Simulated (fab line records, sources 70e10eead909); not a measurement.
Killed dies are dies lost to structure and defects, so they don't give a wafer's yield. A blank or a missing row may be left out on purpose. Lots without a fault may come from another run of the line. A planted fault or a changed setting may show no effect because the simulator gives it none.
One fault seen from 3 desks | flow nand_harc | each desk has only its own numbers; what lay behind them comes last

THE TOOL OWNER'S DESK: pecvd-01
The tool's own readings at NHARC_P_M1_DEP_33 (deposits SiCN, target thk 30 nm): means of the sampled wafers that have a number, for each lot that ran on this tool. A lot is out of limits, marked OUT, if its mean lies more than 4 standard deviations from the usual mean; the brackets give that distance.
Columns: A = heater_power_w at NHARC_P_M1_DEP_33, usual 554 W
lot  | first seen here | A
L279 | day 6 23:48     | 683
L282 | day 8 00:25     | 614
This desk's finding: nothing out of limits on any of the 2 lots.

THE METROLOGY DESK
What the gauges read, lot by lot, whatever tool the lot ran on: means of the sampled wafers that have a number. A lot is out of limits, marked OUT, if its mean lies more than 4 standard deviations from the usual mean; the brackets give that distance.
Columns: A = thk_nm at NHARC_P_M1_THK_MEAS_24, usual 158.1 nm; B = cd_nm at NHARC_P_M2_CD_MEAS_09, usual 170.3 nm; C = overlay_x_nm at NHARC_P_M2_OVL_MEAS_10, usual -0.2 nm; D = overlay_y_nm at NHARC_P_M2_OVL_MEAS_10, usual 0.0 nm
lot  | first seen here | A     | B     | C    | D
L278 | day 6 21:37     | 158.5 | 170.3 | -0.9 | 1.5
L279 | day 6 23:30     | 157.5 | 170.7 | -1.8 | -2.0
L282 | day 8 00:03     | 158.3 | 170.7 | -0.5 | 1.3
L292 | day 12 07:51    | 158.4 | 170.8 | 0.3  | -0.7
L299 | day 15 04:28    | 157.5 | 170.4 | 0.3  | 0.1
This desk's finding: nothing out of limits on any of the 5 lots.

THE DEFECT DESK
What the inspections along the route counted, lot by lot: means of the sampled wafers that have a number. A lot is out of limits, marked OUT, if its mean lies more than 4 standard deviations from the usual mean; the brackets give that distance.
Columns: A = raw_defect_count at NHARC_P_M1_INSPECT_27, usual 299; B = raw_defect_count at NHARC_P_M2_INSPECT_11, usual 5
lot  | first seen here | A   | B
L278 | day 6 21:46     | 137 | 4
L279 | day 6 23:39     | 347 | 1
L282 | day 8 00:13     | 267 | 206 (+65) OUT
L292 | day 12 08:01    | 513 | 11
L299 | day 15 04:38    | 367 | 11
This desk's finding: out of limits on L282; first on L282, day 8 01:44 (raw_defect_count at NHARC_P_M2_INSPECT_11). In limits: L278, L279, L292, L299.

PUT TOGETHER
The defect desk could have raised an alarm at day 8 01:44, on L282.
The tool owner's desk saw nothing out of limits.
The metrology desk saw nothing out of limits.
The tool owner's desk has L282 on record, within its limits.
The metrology desk has L282 on record, within its limits.
Of the lots named, all ran NHARC_P_M1_DEP_33 on pecvd-01.

WHAT THE SIMULATOR HAD PUT IN
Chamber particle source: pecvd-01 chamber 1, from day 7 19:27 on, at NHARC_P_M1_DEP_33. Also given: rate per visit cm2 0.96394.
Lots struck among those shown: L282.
Hours from the fault's start to each desk's first reading out of limits: the defect desk, 6.
